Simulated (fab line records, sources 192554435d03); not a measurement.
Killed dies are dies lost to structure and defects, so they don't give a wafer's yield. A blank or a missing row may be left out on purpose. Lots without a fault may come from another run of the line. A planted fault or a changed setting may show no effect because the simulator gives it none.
Problem report in the 8D (eight disciplines) form, filled by code | flow n5_finfet | the parts of the form that need people (team, actions taken, sign-off) are left out

1. THE PROBLEM
MD_CAP_THK at N5_MOL_CONTACT_COAG_THK_MEAS_29 reads a mean of 15.34 nm on 9 wafers of 3 lots; wafers without a fault read 17.96 nm with a standard deviation of 0.093. That is -28 standard deviations from the usual mean.
First seen on wafer L461.1, day 9 01:23, on film_metro-02. The record holds 30 wafers of 10 lots with a number at this step. Rule for "out", or "out of limits": more than 4 standard deviations from the usual mean. The other wafers with a number count as sound.

2. WHAT IT IS AND WHAT IT IS NOT
question                    | is                           | is not
which readings at this step | MD_CAP_THK                   | -
which lots                  | L461, L462, L463             | L446, L447, L450, L451, L464, L467, L468
which wafers of those lots  | all that have a number       | -
read on which gauges        | film_metro-01, film_metro-02 | -
when                        | from day 9 01:23             | up to then (12 sound wafers); but 9 sound wafers of L464, L467, L468 came after

3. SUSPECTS, AND WHAT RULES EACH OUT
Counting: a tool at a process step up to the reading stays a suspect if it ran every lot that is out and no sound lot after the first of them.
- the gauge at N5_MOL_CONTACT_COAG_THK_MEAS_29: ruled out. The wafers that are out were read on 2 gauges (film_metro-01, film_metro-02).
- ald_sin-04 at N5_GATE_CUT_SAC_CAP_01 (material SiNx, target thk 24 nm, pulse time 1 s, ald cycles 480): kept. It ran every lot that is out, first L461 (day 8 04:56), and no sound lot after that; its last sound lot up to then is L450 (day 5 07:43).
Left after counting: ald_sin-04 at N5_GATE_CUT_SAC_CAP_01.

4. THE CAUSE (what the simulator had put in)
Site profile drift: ald_sin-04, from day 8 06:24 on, at N5_GATE_CUT_SAC_CAP_01. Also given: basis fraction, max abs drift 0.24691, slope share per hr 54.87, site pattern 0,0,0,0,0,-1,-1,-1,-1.
Counting left only this tool.

5. THE CHAIN OF EFFECTS, in route order
Each row: a reading whose mean over the struck wafers that have a number lies more than 3 standard deviations from the usual. Only readings for which the record gives a usual standard deviation are gone through. hours: the time from each lot's start at the first step in this table that gives one to its start at this step, as a median over the lots. sigmas: the change in usual standard deviations.
hours | step                            | reading              | usual    | on struck wafers | change | sigmas
0     | N5_MOL_CONTACT_COAG_THK_MEAS_29 | MD_CAP_THK           | 17.96 nm | 15.34            | -2.62  | -28
198   | N5_PASSIVATION_PROBE_49         | defect_limited_yield | 91.4 %   | 86.4             | -5.0   | -3.6
198   | N5_PASSIVATION_PROBE_49         | killed_at_contacts   | 13       | 68               | +55    | +9.1
198   | N5_PASSIVATION_PROBE_49         | killed_dies          | 102      | 161              | +59    | +3.5
198   | N5_PASSIVATION_PROBE_49         | sort_bin_5_function  | 5.1 %    | 9.8              | +4.7   | +4.8
The process steps in it:
- N5_PASSIVATION_PROBE_49
Later measuring or inspecting steps at which every struck wafer that the step has a row for has a number for every such reading, and none has moved that far: N5_MOL_CONTACT_COAG_CD_MEAS_84, N5_BEOL_M4_RC_MEAS_101.

6. WHAT WOULD HAVE CAUGHT IT SOONER
In this record the first reading out of limits at a measuring or inspecting step was taken at day 9 01:23, 19 hours after the fault began at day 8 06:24.
Of the tool readings at N5_GATE_CUT_SAC_CAP_01 for which the record gives a usual standard deviation, none was out on any struck wafer, so an alarm limit of 4 standard deviations on them would not have fired.
All the lots that are out (3) had begun N5_GATE_CUT_SAC_CAP_01 on ald_sin-04 by day 9 01:23. A hold on the tool at that time would have spared none of them.
